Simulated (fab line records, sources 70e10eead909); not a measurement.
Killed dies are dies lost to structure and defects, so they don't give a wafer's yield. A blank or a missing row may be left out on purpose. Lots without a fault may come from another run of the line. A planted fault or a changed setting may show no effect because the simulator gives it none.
fab line records | flow nand_harc
record lots=24 wafers=72 last_day=34
route steps=1302 shown A_CONTACT@1013
lots that met no fault: from a run of the same line without faults
start_h: hours from the record's first day to the start of the lot's first wafer shown | wait_h: hours since the lot's step before | " the same as in the row above | L1.1+2: a row that stands for several wafers | - no value, or no start given | * or withheld: withheld | < > ~ a bound
route shown NAME@n: a module of which the file shows steps, and the number in the route of the first | usual: mean/standard deviation of fault-free wafers | same: alike in all rows | chamber/n: place in a boat | sites: the reading at each site | _std_site: their standard deviation | _edge_site: outer sites' mean less inner sites' | radius_mm: how far each site lies from the wafer's centre | mask NAME#n: copy n | behind: the tool/chamber that last shaped the wafer | hold: why the lot was held/for how many hours/how that ended | device: the transistor (n, p or np) that didn't switch | end of line: the same wafers' tests at the end of the route | a step without rows: its recipe alone | killed: dies lost to structure and defects at the first sort, not the wafer's yield | map: a wafer's dies, x killed, . not, _ none there
set.NAME: the setting as run; set.NAME@STEP: as run at that earlier step | model.NAME: the simulator's own value behind a step, which no gauge read
steps of the route over a sample of lots; a table a step, a row a wafer
services: from which hour (start_h, from the record's first day; less than 0 if before it) a tool's chamber was out of use, for how many hours, and why
## steps
# step NHARC_A_CONTACT_ETCH_119
# recipe source_w=withheld pressure_mtorr=20 bias_v=3000 time_s=190 target_depth_a=18500 ar_flow_sccm=withheld c4f8_flow_sccm=withheld o2_flow_sccm=withheld chemistry=C4F8/O2/Ar
# columns lot.wafer tool chamber start_h wait_h rf_hours_counter_h
L074.2 har_cap_etch-02 0 501.99 0.1 80
L074.4 " 1 " " -
L074.5 " 1 " " -
L075.2 har_cap_etch-03 1 503.70 0.1 49
L075.3 " 1 " " -
L075.6 " 1 " " -
L076.2 har_cap_etch-01 1 516.77 0.1 1
L076.1 " 0 " " 1
L076.3 " 1 " " -
L077.1 har_cap_etch-01 0 522.37 0.1 4
L077.4 " 1 " " -
L077.5 " 0 " " -
L078.2 har_cap_etch-02 1 522.80 0.1 85
L078.4 " 1 " " -
L078.6 " 0 " " -
L079.2 har_cap_etch-01 1 540.94 0.1 8
L079.1 " 0 " " 8
L079.4 " 0 " " -
L080.1 har_cap_etch-01 0 551.80 0.1 10
L080.2 " 1 " " 10
L080.6 " 0 " " -
L082.4 har_cap_etch-01 0 573.26 0.1 -
L082.5 " 0 " " -
L082.6 " 1 " " -
L081.1 har_cap_etch-03 1 574.09 0.1 60
L081.3 " 1 " " -
L081.4 " 0 " " -
L083.3 har_cap_etch-03 0 586.17 0.1 -
L083.5 " 1 " " -
L083.6 " 0 " " -
L084.2 har_cap_etch-03 0 593.96 0.1 65
L084.6 " 1 " " -
L084.5 " 0 " " -
L085.3 har_cap_etch-01 0 597.38 0.1 -
L085.4 " 1 " " -
L085.5 " 0 " " -
L086.1 har_cap_etch-02 0 615.76 0.1 102
L086.3 " 1 " " -
L086.6 " 0 " " -
L088.1 har_cap_etch-02 1 636.97 0.1 105
L088.3 " 0 " " -
L088.4 " 1 " " -
L087.1 har_cap_etch-03 1 637.20 0.1 71
L087.3 " 0 " " -
L087.5 " 1 " " -
L089.2 har_cap_etch-01 1 643.20 0.1 24
L089.3 " 0 " " -
L089.4 " 1 " " -
L090.2 har_cap_etch-02 1 655.57 0.1 109
L090.1 " 0 " " 109
L090.6 " 0 " " -
L091.2 har_cap_etch-01 1 668.35 0.1 30
L091.4 " 1 " " -
L091.5 " 0 " " -
L092.2 har_cap_etch-01 1 681.93 0.1 32
L092.1 " 0 " " 32
L092.4 " 0 " " -
L094.1 har_cap_etch-02 1 684.00 0.1 114
L094.4 " 0 " " -
L094.3 " 1 " " -
L093.3 har_cap_etch-01 1 687.81 0.1 -
L093.4 " 0 " " -
L093.5 " 0 " " -
L096.1 har_cap_etch-02 0 709.53 0.1 119
L096.2 " 1 " " 119
L096.5 " 0 " " -
L095.4 har_cap_etch-03 1 709.92 0.1 -
L095.6 " 1 " " -
L095.5 " 0 " " -
L097.2 har_cap_etch-02 1 732.05 0.1 123
L097.4 " 1 " " -
L097.6 " 1 " " -
# step NHARC_A_CONTACT_STRIP_55
# recipe o2_flow_sccm=500 ar_flow_sccm=0 bias_w=0 chemistry=O2
# usual drypump_motor_current_A=5.7/0.44 oes_product_au=0.998/0.012 rf_vpp_V=57.6/0.81 showerhead_plenum_p_Torr=3.48/0.16 throttle_valve_pct=17.036/0.0089
# same bias_w=0
# columns lot.wafer tool chamber start_h wait_h drypump_motor_current_A oes_product_au rf_hours_counter_h rf_vpp_V showerhead_plenum_p_Torr throttle_valve_pct
L074.2 rie_diel-02 1 - - 5.3 0.978 15 56.7 3.32 17.030
L074.5 " 1 " " 5.3 0.973 - 57.9 3.32 17.029
L074.4 " 0 " " 5.2 0.991 - 57.9 3.49 17.039
L075.3 rie_diel-02 3 - - 6.1 1.004 13 58.5 3.80 17.042
L075.2 " 1 " " 5.3 0.991 15 57.6 3.32 17.034
L075.6 " 3 " " 6.1 0.998 - 58.6 3.80 17.043
L076.2 rie_diel-05 1 - - 5.3 0.976 40 57.6 3.36 17.035
L076.1 " 2 " " 6.7 1.023 29 57.0 3.46 17.031
L076.3 " 3 " " 5.3 0.993 34 57.0 3.37 17.056
L078.4 rie_diel-09 3 - - 5.8 0.993 10 59.1 3.53 17.040
L078.2 " 0 " " 6.0 1.020 9 58.1 3.35 17.041
L078.6 " 2 " " 6.1 0.994 - 57.6 3.74 17.022
L077.4 rie_diel-02 0 - - 5.2 0.995 18 58.0 3.49 17.043
L077.1 " 3 " " 6.1 0.998 17 58.4 3.80 17.049
L077.5 " 1 " " 5.3 0.996 - 56.7 3.31 17.046
L079.4 rie_diel-05 3 - - 5.3 0.989 43 58.5 3.37 17.024
L079.2 " 1 " " 5.3 0.976 44 57.0 3.36 17.036
L079.1 " 2 " " 6.7 1.026 37 57.1 3.46 17.033
L080.2 rie_diel-02 1 - - 5.3 0.978 26 57.5 3.31 17.046
L080.1 " 2 " " 5.9 1.000 25 57.8 3.43 17.038
L080.6 " 0 " " 5.2 0.988 - 57.5 3.49 17.049
L082.4 rie_diel-05 2 - - 6.7 1.011 48 56.4 3.46 17.042
L082.5 " 2 " " 6.7 1.005 - 57.1 3.45 17.029
L082.6 " 3 " " 5.3 0.996 - 58.5 3.36 17.030
L081.4 rie_diel-09 2 - - 6.1 1.009 28 58.3 3.73 17.033
L081.1 " 3 " " 5.8 0.992 25 57.4 3.53 17.020
L081.3 " 0 " " 6.0 1.024 27 57.0 3.34 17.049
L083.3 rie_diel-02 1 - - 5.3 0.982 1 56.7 3.31 17.042
L083.5 " 1 " " 5.3 0.991 - 58.1 3.31 17.046
L083.6 " 2 " " 5.8 1.008 - 56.5 3.43 17.048
L084.2 rie_diel-02 0 - - 5.2 0.979 5 56.9 3.49 17.020
L084.5 " 0 " " 5.2 0.985 - 58.2 3.49 17.042
L084.6 " 1 " " 5.3 0.991 - 57.6 3.31 17.037
L085.4 rie_diel-02 3 - - 6.1 0.986 4 59.1 3.79 17.040
L085.3 " 1 " " 5.3 0.996 6 58.2 3.31 17.045
L085.5 " 0 " " 5.2 0.981 - 57.3 3.49 17.043
L086.3 rie_diel-02 0 - - 5.2 0.979 8 58.2 3.49 17.032
L086.1 " 1 " " 5.3 0.995 9 59.1 3.30 17.021
L086.6 " 0 " " 5.2 0.987 - 57.4 3.49 17.036
L088.4 rie_diel-09 3 - - 5.8 0.999 53 56.6 3.51 17.021
L088.1 " 0 " " 6.0 1.016 55 57.2 3.32 17.029
L088.3 " 1 " " 6.2 0.998 54 58.3 3.68 17.023
L087.1 rie_diel-05 0 - - 5.4 1.014 4 57.7 3.55 17.041
L087.3 " 1 " " 5.3 1.010 17 58.4 3.34 17.037
L087.5 " 1 " " 5.3 1.004 - 57.6 3.34 17.044
L089.2 rie_diel-02 1 - - 5.3 0.998 14 57.1 3.30 17.039
L089.4 " 2 " " 5.9 1.015 12 57.3 3.43 17.038
L089.3 " 0 " " 5.2 0.996 12 57.7 3.48 17.047
L090.1 rie_diel-05 0 - - 5.4 1.007 9 57.5 3.54 17.050
L090.2 " 3 " " 5.3 1.010 24 56.5 3.35 17.038
L090.6 " 0 " " 5.4 1.009 - 57.5 3.54 17.040
L091.2 rie_diel-02 1 - - 5.3 0.986 20 57.1 3.30 17.026
L091.4 " 2 " " 5.9 0.990 19 58.4 3.42 17.045
L091.5 " 2 " " 5.9 0.995 - 57.7 3.42 17.031
L092.2 rie_diel-09 3 - - 5.8 0.997 0 57.8 3.51 17.023
L092.4 " 0 " " 6.0 1.015 0 56.7 3.32 17.055
L092.1 " 2 " " 6.1 0.988 0 59.4 3.71 17.041
L094.4 rie_diel-02 3 - - 6.1 1.000 20 57.7 3.78 17.034
L094.3 " 0 " " 5.2 0.977 20 58.4 3.48 17.027
L094.1 " 1 " " 5.3 0.987 24 57.5 3.30 17.042
L093.3 rie_diel-05 2 - - 6.7 0.994 31 56.0 3.44 17.041
L093.4 " 1 " " 5.3 0.993 31 57.2 3.33 17.039
L093.5 " 2 " " 6.8 1.003 - 57.0 3.44 17.024
L096.2 rie_diel-02 2 - - 5.8 1.010 27 57.3 3.42 17.035
L096.1 " 3 " " 6.1 0.999 23 57.7 3.78 17.039
L096.5 " 2 " " 5.8 1.009 - 57.0 3.42 17.036
L095.6 rie_diel-09 3 - - 5.8 0.987 - 56.5 3.50 17.029
L095.4 " 0 " " 6.0 1.015 - 56.4 3.31 17.021
L095.5 " 2 " " 6.1 0.986 - 57.0 3.70 17.045
L097.2 rie_diel-02 1 - - 5.3 0.992 30 57.7 3.29 17.025
L097.4 " 2 " " 5.8 1.016 30 58.1 3.42 17.037
L097.6 " 1 " " 5.3 0.996 - 56.8 3.29 17.045
# step NHARC_A_CONTACT_OVL_MEAS_70
# usual overlay_x_nm=0.0/0.86 overlay_y_nm=0.0/0.85
# columns lot.wafer tool chamber start_h wait_h overlay_x_nm overlay_y_nm
L074.2 overlay-01 - 509.09 - 0.1 0.5
L074.4 " - " " 0.0 0.3
L074.5 " - " " -0.6 -0.2
L075.2 overlay-01 - 510.64 - 0.3 -1.4
L075.3 " - " " 0.9 -1.6
L075.6 " - " " 0.6 -1.3
L076.1 overlay-02 - 523.76 - 1.1 -0.4
L076.2 " - " " 0.5 0.1
L076.3 " - " " 1.0 0.6
L078.2 overlay-02 - 529.79 - 1.1 0.7
L078.4 " - " " 1.2 0.0
L078.6 " - " " 1.1 0.2
L077.1 overlay-01 - 532.87 - 0.1 -0.7
L077.4 " - " " -1.0 -0.3
L077.5 " - " " -0.2 -0.2
L079.1 overlay-01 - 547.78 - 1.4 1.2
L079.2 " - " " 1.1 1.4
L079.4 " - " " 1.4 1.1
L080.1 overlay-01 - 561.61 - 0.0 -0.6
L080.2 " - " " -0.4 -0.4
L080.6 " - " " -0.1 -0.6
L082.4 overlay-01 - 580.11 - -0.2 -1.9
L082.5 " - " " -0.3 -2.1
L082.6 " - " " -1.0 -1.6
L081.1 overlay-02 - 580.97 - 1.1 0.8
L081.3 " - " " 1.0 1.0
L081.4 " - " " 0.6 0.3
L083.3 overlay-01 - 592.96 - -0.9 -0.1
L083.5 " - " " -1.4 0.7
L083.6 " - " " -1.2 0.1
L084.2 overlay-01 - 601.89 - -0.8 0.2
L084.5 " - " " -0.5 0.1
L084.6 " - " " -0.6 -0.1
L085.3 overlay-01 - 604.53 - 0.4 0.4
L085.4 " - " " -0.2 0.5
L085.5 " - " " -0.1 0.6
L086.1 overlay-02 - 624.29 - -0.5 -0.2
L086.3 " - " " -0.7 -0.4
L086.6 " - " " -1.5 -0.6
L088.1 overlay-01 - 647.44 - -0.9 0.1
L088.3 " - " " -0.8 -1.6
L088.4 " - " " -0.4 -1.0
L087.1 overlay-02 - 648.09 - 0.1 0.8
L087.3 " - " " 0.4 0.3
L087.5 " - " " 0.3 0.5
L089.2 overlay-02 - 651.15 - -0.9 -1.7
L089.3 " - " " -0.7 -1.1
L089.4 " - " " -0.9 -1.4
L090.1 overlay-02 - 662.31 - -0.5 0.1
L090.2 " - " " -1.1 0.8
L090.6 " - " " -0.2 -0.3
L091.2 overlay-01 - 676.73 - 1.6 0.9
L091.4 " - " " 0.7 0.8
L091.5 " - " " 1.2 1.6
L092.1 overlay-02 - 688.81 - -0.1 -0.1
L092.2 " - " " -0.3 0.2
L092.4 " - " " 0.1 0.0
L094.1 overlay-02 - 690.86 - -1.2 -0.7
L094.3 " - " " -1.1 -0.6
L094.4 " - " " -1.6 -0.4
L093.3 overlay-01 - 694.67 - 1.5 1.3
L093.4 " - " " 0.5 1.5
L093.5 " - " " 0.7 1.1
L096.1 overlay-02 - 716.42 - 0.9 -1.2
L096.2 " - " " 0.8 -1.2
L096.5 " - " " 1.4 -0.3
L095.4 overlay-02 - 716.77 - -0.9 0.8
L095.5 " - " " -1.0 1.2
L095.6 " - " " -0.9 0.5
L097.2 overlay-02 - 743.37 - 0.1 -0.4
L097.4 " - " " 0.8 -0.4
L097.6 " - " " 0.0 0.1
# step NHARC_A_CONTACT_ETCH_77
# recipe target_depth_a=1089 time_s=54.5 cf4_flow_sccm=100 chf3_flow_sccm=30 ar_flow_sccm=0 rf_w=500 bias_w=200 chemistry=CF4/CHF3
# usual bias_w=200.1/0.56 drypump_motor_current_A=5.7/0.41 oes_product_au=0.942/0.025 rf_vpp_V=370.1/2.6 showerhead_plenum_p_Torr=1.56/0.077 throttle_valve_pct=16.802/0.0089
# columns lot.wafer tool chamber start_h wait_h bias_w drypump_motor_current_A oes_product_au rf_hours_counter_h rf_vpp_V showerhead_plenum_p_Torr throttle_valve_pct
L074.2 rie_diel-05 2 - - 199.9 6.6 0.954 26 370.1 1.55 16.806
L074.4 " 3 " " 199.8 5.2 0.941 31 369.6 1.50 16.799
L074.5 " 2 " " 199.1 6.7 0.961 - 368.1 1.55 16.808
L075.2 rie_diel-02 2 - - 199.4 5.8 0.934 16 369.3 1.53 16.813
L075.3 " 3 " " 199.5 6.1 0.916 14 374.1 1.70 16.794
L075.6 " 1 " " 200.4 5.3 0.921 - 367.9 1.48 16.793
L076.3 rie_diel-02 1 - - 199.7 5.3 0.966 19 367.1 1.48 16.789
L076.2 " 2 " " 200.0 5.8 0.981 19 370.0 1.53 16.789
L076.1 " 3 " " 200.6 6.1 0.982 17 374.0 1.70 16.801
L078.2 rie_diel-02 3 - - 200.6 6.1 0.961 18 375.7 1.70 16.795
L078.6 " 3 " " 200.5 6.1 0.957 - 375.3 1.70 16.801
L078.4 " 1 " " 200.9 5.3 0.977 - 367.4 1.48 16.796
L077.1 rie_diel-02 3 - - 200.2 6.1 0.923 19 374.1 1.70 16.794
L077.5 " 3 " " 199.6 6.0 0.922 - 375.0 1.69 16.815
L077.4 " 2 " " 200.2 5.8 0.928 - 370.0 1.53 16.796
L079.2 rie_diel-02 0 - - 200.2 5.2 0.977 20 371.3 1.56 16.808
L079.1 " 2 " " 200.6 5.8 0.935 25 369.1 1.53 16.824
L079.4 " 3 " " 200.5 6.1 0.920 23 374.8 1.69 16.794
L080.1 rie_diel-09 2 - - 200.0 6.1 0.917 24 374.8 1.66 16.795
L080.2 " 0 " " 200.1 6.0 0.939 24 367.9 1.49 16.799
L080.6 " 3 " " 199.6 5.8 0.911 - 370.6 1.57 16.799
L082.4 rie_diel-09 3 - - 199.5 5.8 0.966 29 370.4 1.57 16.811
L082.6 " 3 " " 200.0 5.8 0.968 - 369.7 1.57 16.802
L082.5 " 0 " " 199.7 6.0 0.978 - 368.7 1.49 16.792
L081.4 rie_diel-02 0 - - 199.4 5.2 0.967 0 369.3 1.56 16.805
L081.3 " 2 " " 200.1 5.8 0.976 0 369.3 1.53 16.815
L081.1 " 3 " " 200.2 6.1 0.992 0 373.4 1.69 16.802
L083.3 rie_diel-02 3 - - 201.3 6.1 0.908 3 374.0 1.69 16.801
L083.6 " 3 " " 201.5 6.1 0.922 - 373.1 1.69 16.812
L083.5 " 0 " " 199.6 5.2 0.921 - 369.5 1.56 16.810
L084.2 rie_diel-09 1 - - 201.0 6.2 0.926 41 372.9 1.64 16.813
L084.6 " 0 " " 200.9 6.0 0.945 - 367.3 1.48 16.804
L084.5 " 1 " " 201.4 6.2 0.938 - 373.1 1.64 16.798
L085.4 rie_diel-09 1 - - 201.1 6.3 0.925 42 372.6 1.64 16.802
L085.3 " 0 " " 199.5 6.0 0.928 40 367.5 1.48 16.800
L085.5 " 2 " " 200.7 6.1 0.905 - 372.7 1.66 16.797
L086.3 rie_diel-02 2 - - 200.2 5.8 0.927 8 370.2 1.53 16.815
L086.1 " 3 " " 200.4 6.1 0.920 7 375.0 1.69 16.809
L086.6 " 1 " " 199.7 5.3 0.921 - 368.0 1.47 16.792
L088.3 rie_diel-02 2 - - 199.5 5.8 0.942 12 370.1 1.53 16.802
L088.4 " 3 " " 200.2 6.1 0.916 11 374.0 1.69 16.812
L088.1 " 0 " " 200.7 5.2 0.921 12 369.4 1.55 16.791
L087.3 rie_diel-02 2 - - 199.9 5.8 0.990 13 369.0 1.53 16.792
L087.1 " 0 " " 199.7 5.2 0.950 13 370.0 1.55 16.810
L087.5 " 3 " " 200.5 6.1 0.955 - 375.7 1.69 16.811
L089.3 rie_diel-02 0 - - 200.0 5.2 0.924 13 369.0 1.55 16.796
L089.4 " 2 " " 199.5 5.8 0.942 14 370.1 1.53 16.819
L089.2 " 3 " " 200.5 6.1 0.919 13 374.6 1.69 16.803
L090.1 rie_diel-09 3 - - 199.1 5.8 0.898 61 370.5 1.56 16.801
L090.2 " 2 " " 200.3 6.1 0.920 60 373.4 1.66 16.807
L090.6 " 0 " " 199.6 6.0 0.944 - 368.5 1.48 16.808
L091.4 rie_diel-02 3 - - 199.9 6.1 0.904 17 373.7 1.69 16.807
L091.2 " 1 " " 198.5 5.3 0.923 21 367.0 1.47 16.798
L091.5 " 3 " " 199.9 6.1 0.913 - 374.8 1.69 16.786
L092.1 rie_diel-02 0 - - 200.5 5.2 0.964 21 370.3 1.55 16.792
L092.2 " 1 " " 200.6 5.3 0.962 24 367.5 1.47 16.799
L092.4 " 3 " " 199.3 6.1 0.964 21 374.3 1.69 16.805
L094.4 rie_diel-05 3 - - 200.2 5.3 0.933 34 366.6 1.49 16.791
L094.1 " 0 " " 199.7 5.4 0.921 21 370.4 1.58 16.799
L094.3 " 1 " " 199.5 5.3 0.920 31 366.9 1.49 16.791
L093.3 rie_diel-09 3 - - 199.8 5.8 0.959 3 370.1 1.56 16.787
L093.4 " 0 " " 199.7 6.0 0.982 - 367.9 1.48 16.789
L093.5 " 3 " " 199.7 5.7 0.970 - 370.1 1.56 16.810
L096.1 rie_diel-05 3 - - 199.8 5.3 0.955 42 367.3 1.49 16.816
L096.2 " 1 " " 200.1 5.3 0.945 41 367.5 1.48 16.802
L096.5 " 2 " " 199.6 6.7 0.939 - 369.7 1.53 16.815
L095.4 rie_diel-02 2 - - 201.4 5.8 0.989 27 370.8 1.52 16.803
L095.6 " 3 " " 201.2 6.1 0.974 - 374.9 1.69 16.812
L095.5 " 0 " " 200.2 5.2 0.955 - 371.7 1.55 16.808
L097.2 rie_diel-02 0 - - 200.1 5.2 0.917 27 371.1 1.55 16.807
L097.4 " 3 " " 201.1 6.1 0.931 27 373.5 1.69 16.808
L097.6 " 0 " " 200.1 5.2 0.924 - 369.0 1.55 16.786
# step NHARC_A_CONTACT_ETCH_124
# recipe source_w=withheld pressure_mtorr=20 bias_v=withheld time_s=140 target_depth_a=7000 ar_flow_sccm=withheld c4f8_flow_sccm=withheld o2_flow_sccm=withheld chemistry=C4F8/O2/Ar
# columns lot.wafer tool chamber start_h wait_h rf_hours_counter_h
L074.2 har_cap_etch-02 1 510.79 - 81
L074.4 " 0 " " -
L074.5 " 1 " " -
L075.2 har_cap_etch-03 0 512.28 - 50
L075.3 " 1 " " -
L075.6 " 0 " " -
L076.1 har_cap_etch-03 0 525.48 - 53
L076.2 " 1 " " 53
L076.3 " 1 " " -
L078.2 har_cap_etch-01 1 531.73 - 5
L078.4 " 1 " " -
L078.6 " 1 " " -
L077.1 har_cap_etch-02 0 534.85 - 86
L077.4 " 1 " " -
L077.5 " 0 " " -
L079.1 har_cap_etch-02 0 549.43 - 90
L079.2 " 1 " " 90
L079.4 " 1 " " -
L080.1 har_cap_etch-02 0 563.25 - 91
L080.2 " 1 " " 91
L080.6 " 1 " " -
L082.4 har_cap_etch-02 1 581.80 - -
L082.6 " 1 " " -
L082.5 " 0 " " -
L081.1 har_cap_etch-01 1 582.63 - 13
L081.3 " 0 " " -
L081.4 " 1 " " -
L083.3 har_cap_etch-02 1 594.73 - -
L083.6 " 0 " " -
L083.5 " 1 " " -
L084.2 har_cap_etch-02 0 603.52 - 99
L084.6 " 0 " " -
L084.5 " 1 " " -
L085.3 har_cap_etch-01 1 606.30 - -
L085.4 " 0 " " -
L085.5 " 1 " " -
L086.1 har_cap_etch-03 0 625.96 - 69
L086.3 " 1 " " -
L086.6 " 0 " " -
L088.1 har_cap_etch-02 1 649.08 - 106
L088.4 " 1 " " -
L088.3 " 0 " " -
L087.1 har_cap_etch-03 0 650.31 - 73
L087.3 " 0 " " -
L087.5 " 1 " " -
L089.2 har_cap_etch-01 0 652.82 - 25
L089.3 " 1 " " -
L089.4 " 0 " " -
L090.2 har_cap_etch-03 0 663.94 - 76
L090.1 " 1 " " 76
L090.6 " 0 " " -
L091.2 har_cap_etch-03 0 678.56 - 77
L091.4 " 1 " " -
L091.5 " 1 " " -
L092.2 har_cap_etch-02 1 690.46 - 115
L092.1 " 0 " " 115
L092.4 " 1 " " -
L094.1 har_cap_etch-03 0 692.51 - 81
L094.3 " 0 " " -
L094.4 " 1 " " -
L093.3 har_cap_etch-01 1 696.58 - -
L093.4 " 0 " " -
L093.5 " 0 " " -
L096.2 har_cap_etch-01 1 718.36 - 38
L096.1 " 0 " " 38
L096.5 " 1 " " -
L095.4 har_cap_etch-02 1 718.48 - -
L095.5 " 1 " " -
L095.6 " 0 " " -
L097.2 har_cap_etch-01 0 745.05 - 42
L097.4 " 0 " " -
L097.6 " 0 " " -
# step NHARC_A_CONTACT_ETCH_126
# recipe source_w=withheld pressure_mtorr=20 bias_v=3000 time_s=197 target_depth_a=19180 ar_flow_sccm=withheld c4f8_flow_sccm=withheld o2_flow_sccm=withheld chemistry=C4F8/O2/Ar
# columns lot.wafer tool chamber start_h wait_h rf_hours_counter_h
L074.2 har_cap_etch-02 1 511.16 0.1 81
L074.4 " 0 " " -
L074.5 " 1 " " -
L075.2 har_cap_etch-03 0 512.65 0.1 50
L075.3 " 1 " " -
L075.6 " 0 " " -
L076.1 har_cap_etch-03 0 525.86 0.1 53
L076.2 " 1 " " 53
L076.3 " 1 " " -
L078.2 har_cap_etch-01 1 532.11 0.1 5
L078.4 " 1 " " -
L078.6 " 1 " " -
L077.1 har_cap_etch-02 0 535.22 0.1 87
L077.4 " 1 " " -
L077.5 " 0 " " -
L079.1 har_cap_etch-02 0 549.80 0.1 90
L079.2 " 1 " " 90
L079.4 " 1 " " -
L080.1 har_cap_etch-02 0 563.63 0.1 92
L080.2 " 1 " " 92
L080.6 " 1 " " -
L082.4 har_cap_etch-02 1 582.17 0.1 -
L082.6 " 1 " " -
L082.5 " 0 " " -
L081.1 har_cap_etch-01 1 583.01 0.1 14
L081.3 " 0 " " -
L081.4 " 1 " " -
L083.3 har_cap_etch-02 1 595.09 0.1 -
L083.6 " 0 " " -
L083.5 " 1 " " -
L084.2 har_cap_etch-02 0 603.90 0.1 100
L084.6 " 0 " " -
L084.5 " 1 " " -
L085.3 har_cap_etch-01 1 606.79 0.2 -
L085.4 " 0 " " -
L085.5 " 1 " " -
L086.1 har_cap_etch-03 0 626.33 0.1 69
L086.3 " 1 " " -
L086.6 " 0 " " -
L088.1 har_cap_etch-02 1 649.46 0.1 106
L088.4 " 1 " " -
L088.3 " 0 " " -
L087.1 har_cap_etch-03 0 650.68 0.1 73
L087.3 " 0 " " -
L087.5 " 1 " " -
L089.2 har_cap_etch-01 0 653.20 0.1 26
L089.3 " 1 " " -
L089.4 " 0 " " -
L090.2 har_cap_etch-03 0 664.32 0.1 76
L090.1 " 1 " " 76
L090.6 " 0 " " -
L091.2 har_cap_etch-03 0 678.94 0.1 78
L091.4 " 1 " " -
L091.5 " 1 " " -
L092.2 har_cap_etch-02 1 690.84 0.1 115
L092.1 " 0 " " 115
L092.4 " 1 " " -
L094.1 har_cap_etch-03 0 692.88 0.1 81
L094.3 " 0 " " -
L094.4 " 1 " " -
L093.3 har_cap_etch-01 1 696.94 0.1 -
L093.4 " 0 " " -
L093.5 " 0 " " -
L096.2 har_cap_etch-01 1 718.73 0.1 39
L096.1 " 0 " " 39
L096.5 " 1 " " -
L095.4 har_cap_etch-02 1 718.85 0.1 -
L095.5 " 1 " " -
L095.6 " 0 " " -
L097.2 har_cap_etch-01 0 745.42 0.1 42
L097.4 " 0 " " -
L097.6 " 0 " " -
## services
# columns tool chamber start_h hours kind
har_cap_etch-01 - 497.00 17.0 pm
rie_diel-09 - 497.12 9.0 pm
rie_diel-02 0 501.25 - clean
rie_diel-02 1 501.25 - clean
rie_diel-02 2 501.25 - clean
rie_diel-02 3 501.25 - clean
rie_diel-02 3 501.59 3.2 repair
rie_diel-02 0 517.66 3.6 repair
rie_diel-02 0 525.75 - clean
rie_diel-02 1 525.75 - clean
rie_diel-02 2 525.75 - clean
rie_diel-05 1 526.54 6.4 repair
rie_diel-05 - 541.85 0.6 repair
rie_diel-09 3 542.58 2.1 repair
rie_diel-05 - 544.38 0.7 repair
rie_diel-02 - 571.37 9.0 pm
rie_diel-05 - 583.60 9.0 pm
rie_diel-05 0 598.63 27.0 repair
rie_diel-05 2 644.10 1.8 repair
rie_diel-02 0 649.90 1.2 repair
rie_diel-09 - 674.58 9.0 pm
rie_diel-09 1 695.15 10.3 repair
rie_diel-09 1 709.40 5.7 repair
rie_diel-05 3 719.40 16.5 repair
## key
fault none
